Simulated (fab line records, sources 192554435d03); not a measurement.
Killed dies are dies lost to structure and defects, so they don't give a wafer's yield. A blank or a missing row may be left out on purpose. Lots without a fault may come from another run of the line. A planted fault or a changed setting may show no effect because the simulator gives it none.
Chamber matching | flow n5_finfet | N5_BEOL_M10_PECVD_70 on pecvd-01: 3 sister chambers
The step deposits SiO2 from TEOS/O2, target thk 20 nm, time 22.7 s. 3 wafers are shown with their chamber, then 10 later ones without.

WAFERS WITH THEIR CHAMBER
wafer  | chamber | throttle_valve_pct (%)
L085.1 | 0       | 23.7
L090.1 | 1       | 21.0
L090.2 | 2       | 21.8

WAFERS WITHOUT THEIR CHAMBER
wafer  | throttle_valve_pct (%)
L090.3 | 23.7
L090.4 | 21.1
L090.5 | 23.7
L090.6 | 21.8
L093.3 | 21.8
L093.5 | 22.2
L093.6 | 23.8
L095.1 | 23.7
L095.2 | 21.2
L095.3 | 21.9

WHICH CHAMBER EACH WENT THROUGH
wafer  | from the rows above | in truth
L090.3 | 0                   | 0
L090.4 | 1                   | 1
L090.5 | 0                   | 0
L090.6 | 2                   | 2
L093.3 | 2                   | 2
L093.5 | 2                   | 2
L093.6 | 0                   | 0
L095.1 | 0                   | 0
L095.2 | 1                   | 1
L095.3 | 2                   | 2
Placed correctly: 10 of 10. Can't be placed from these rows: 0. Placed wrongly: 0.
How it was worked out, from the rows above alone: a wafer's distance from a chamber is the root of the sum, over the readings, of the square of ((its reading less the chamber's mean) divided by the reading's scatter). The wafer belongs to the nearest chamber; if the next one is less than 2 further off, it can't be placed. A chamber's mean is the mean of its shown wafers. The scatter: with one shown wafer a chamber, the root of the mean of the squares of how far each hidden wafer lies from its nearest shown one.
